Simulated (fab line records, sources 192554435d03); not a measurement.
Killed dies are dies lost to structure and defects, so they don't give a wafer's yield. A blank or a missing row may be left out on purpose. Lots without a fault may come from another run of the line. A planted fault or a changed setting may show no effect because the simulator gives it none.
Split-lot experiment | flow n5_finfet | 7 lots, 39 wafers read, on a route of 1938 steps

THE SPLIT
At N5_BEOL_M0_SAQP_SPACER2_ALD_26 (deposits SiO2, target thk 15 nm, pulse time 1 s, purge time 2 s), the setting target_thk_a was moved away from the recipe's 150 angstrom on 12 of the 39 wafers read, by -58.7% to +27.9%. The other wafers ran this setting at the recipe's value.

FROM THE SPLIT TO THE READING: what the file shows between them, 2 steps
- N5_BEOL_M0_SAQP_SPACER2_ETCHBACK_27: etches SiO2 in CHF3/O2, target depth 22.5 nm, time 11.25 s
- N5_BEOL_M0_SAQP_MANDREL2_REMOVE_110: chemistry HBr/Cl2/O2, target a-Si, stops on SiCN, bt time 10 s

THE READING
cd_nm, in nm, at N5_BEOL_M0_SAQP_CD_MEAS_29 (target cd 14.4 nm). Fault-free wafers of this fab line usually give 15.00 nm, standard deviation 0.26 nm.

wafer  | tool, chamber at the split | target_thk_a as run, angstrom | against the recipe | cd_nm, nm | against lot-mates on the recipe
L084.1 | ald_sin-03, 2,0            | 191.8                         | +27.9%             | 19.59     | +4.58
L084.2 | ald_sin-03, 3,1,0          | 150                           | recipe             | 14.95     | -
L084.3 | ald_sin-03, 2,0            | 191.8                         | +27.9%             | 19.67     | +4.66
L084.4 | ald_sin-03, 3,1,0          | 150                           | recipe             | 14.97     | -
L084.5 | ald_sin-03, 3,1,0          | 150                           | recipe             | 15.10     | -
L084.6 | ald_sin-03, 3              | 191.8                         | +27.9%             | 19.07     | +4.06
L085.1 | ald_sin-01, 2,1,0          | 72.5                          | -51.7%             | 7.26      | -7.64
L085.2 | ald_sin-01, 3,0            | 150                           | recipe             | 15.21     | -
L085.3 | ald_sin-01, 2,1,0          | 72.5                          | -51.7%             | 7.36      | -7.54
L085.4 | ald_sin-01, 2,1,0          | 72.5                          | -51.7%             | 7.44      | -7.46
L085.5 | ald_sin-01, 1              | 150                           | recipe             | 14.84     | -
L085.6 | ald_sin-01, 3,0            | 150                           | recipe             | 14.65     | -
L089.1 | ald_sin-04, 2,1            | 150                           | recipe             | 14.56     | -
L089.2 | ald_sin-04, 2,1            | 150                           | recipe             | 14.78     | -
L089.5 | ald_sin-04, 2              | 150                           | recipe             | 14.55     | -
L090.1 | ald_sin-03, 2,3,0,3,0      | 150                           | recipe             | 15.16     | -
L090.2 | ald_sin-03, 1              | 150                           | recipe             | 15.25     | -
L090.3 | ald_sin-03, 2,3,0,3,0      | 150                           | recipe             | 15.14     | -
L090.4 | ald_sin-03, 2,3,0,3,0      | 150                           | recipe             | 15.14     | -
L090.5 | ald_sin-03, 2,3,0,3,0      | 150                           | recipe             | 14.81     | -
L090.6 | ald_sin-03, 2,3,0,3,0      | 150                           | recipe             | 15.07     | -
L091.1 | ald_sin-03, 1,3            | 150                           | recipe             | 14.89     | -
L091.2 | ald_sin-03, 0,2,1          | 61.95                         | -58.7%             | 6.01      | -9.16
L091.3 | ald_sin-03, 1,3            | 150                           | recipe             | 15.29     | -
L091.4 | ald_sin-03, 0,2,1          | 61.95                         | -58.7%             | 6.47      | -8.70
L091.5 | ald_sin-03, 0,2,1          | 61.95                         | -58.7%             | 6.13      | -9.04
L091.6 | ald_sin-03, 0              | 150                           | recipe             | 15.32     | -
L092.1 | ald_sin-01, 3,1,2,1,3,2    | 150                           | recipe             | 15.50     | -
L092.2 | ald_sin-01, 3,1,2,1,3,2    | 150                           | recipe             | 14.72     | -
L092.3 | ald_sin-01, 3,1,2,1,3,2    | 150                           | recipe             | 15.45     | -
L092.4 | ald_sin-01, 3,1,2,1,3,2    | 150                           | recipe             | 14.98     | -
L092.5 | ald_sin-01, 3,1,2,1,3,2    | 150                           | recipe             | 14.70     | -
L092.6 | ald_sin-01, 3,1,2,1,3,2    | 150                           | recipe             | 15.34     | -
L093.1 | ald_sin-01, 2,3            | 115.5                         | -23.0%             | 12.06     | -2.89
L093.2 | ald_sin-01, 1              | 150                           | recipe             | 14.83     | -
L093.3 | ald_sin-01, 3,2            | 150                           | recipe             | 15.11     | -
L093.4 | ald_sin-01, 2,3            | 115.5                         | -23.0%             | 11.84     | -3.11
L093.5 | ald_sin-01, 1              | 115.5                         | -23.0%             | 11.39     | -3.56
L093.6 | ald_sin-01, 3,2            | 150                           | recipe             | 14.92     | -
Where a row lists several chambers, the file gives one row for several wafers and doesn't say which wafer went through which chamber.

THE FIT
A straight line over all 39 wafers: cd_nm changes by +0.15 nm for each +1% of target_thk_a; r = +1.00; the points scatter about the line by 0.27 nm.
The same after taking each lot's own level away (the mean of its wafers on the recipe; 39 wafers): +0.151 nm for each +1%; r = +1.00; scatter 0.25 nm.
On that fit, the largest move of target_thk_a shifts the reading by 8.8 nm.
The lots' own levels span 14.630 to 15.167 nm, that is 2.1 times the standard deviation above.
So the lot-to-lot level changes the slope little: the two slopes agree.
Check: with one of the wafers moved furthest among these (-58.7%) left out of the fit, the line predicts -8.73 nm for it against its lot-mates. It came out at -9.16 nm against them.

OTHER SPLITS ON THESE WAFERS
These wafers also went through other splits before the reading. Each is held against what the fit with the lots' levels taken away leaves over:
other split on the same wafers | wafers away from the commonest value | r with cd_nm (lot level and that fit taken away)
N5_FIN_SAQP_PECVD_47 time_s    | 15                                   | +0.15
N5_SD_EPI_P_EPI_21 time_s      | 12                                   | +0.12

THE WHOLE CHAIN: every reading that the file lists as answering this split, in the file's order
step                                | what it does                                                    | reading                                                                                     | change (the file's fit)               | r (the file's)
N5_BEOL_M0_SAQP_SPACER2_ALD_26      | deposits SiO2, target thk 15 nm, pulse time 1 s, purge time 2 s | SiO2_of_BEOL_M0_SAQP_SPACER2_ALD_26.thk_nm (the simulator's own value, which no gauge read) | +0.151 nm for each +1% of the setting | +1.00
N5_BEOL_M0_SAQP_MANDREL2_REMOVE_110 | chemistry HBr/Cl2/O2, target a-Si, stops on SiCN, bt time 10 s  | BEOL_M0_SAQP.cd_nm (the simulator's own value, which no gauge read)                         | +0.148 nm for each +1% of the setting | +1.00
N5_BEOL_M0_SAQP_MANDREL2_REMOVE_110 | chemistry HBr/Cl2/O2, target a-Si, stops on SiCN, bt time 10 s  | SiO2_of_BEOL_M0_SAQP_SPACER2_ALD_26.thk_nm (the simulator's own value, which no gauge read) | +0.139 nm for each +1% of the setting | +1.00
N5_BEOL_M0_SAQP_CD_MEAS_29          | target cd 14.4 nm                                               | cd_nm                                                                                       | +0.15 nm for each +1% of the setting  | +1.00

THE FILE'S OWN FIT
cd_nm changes by +0.15 nm for each +1% of target_thk_a, r = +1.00.
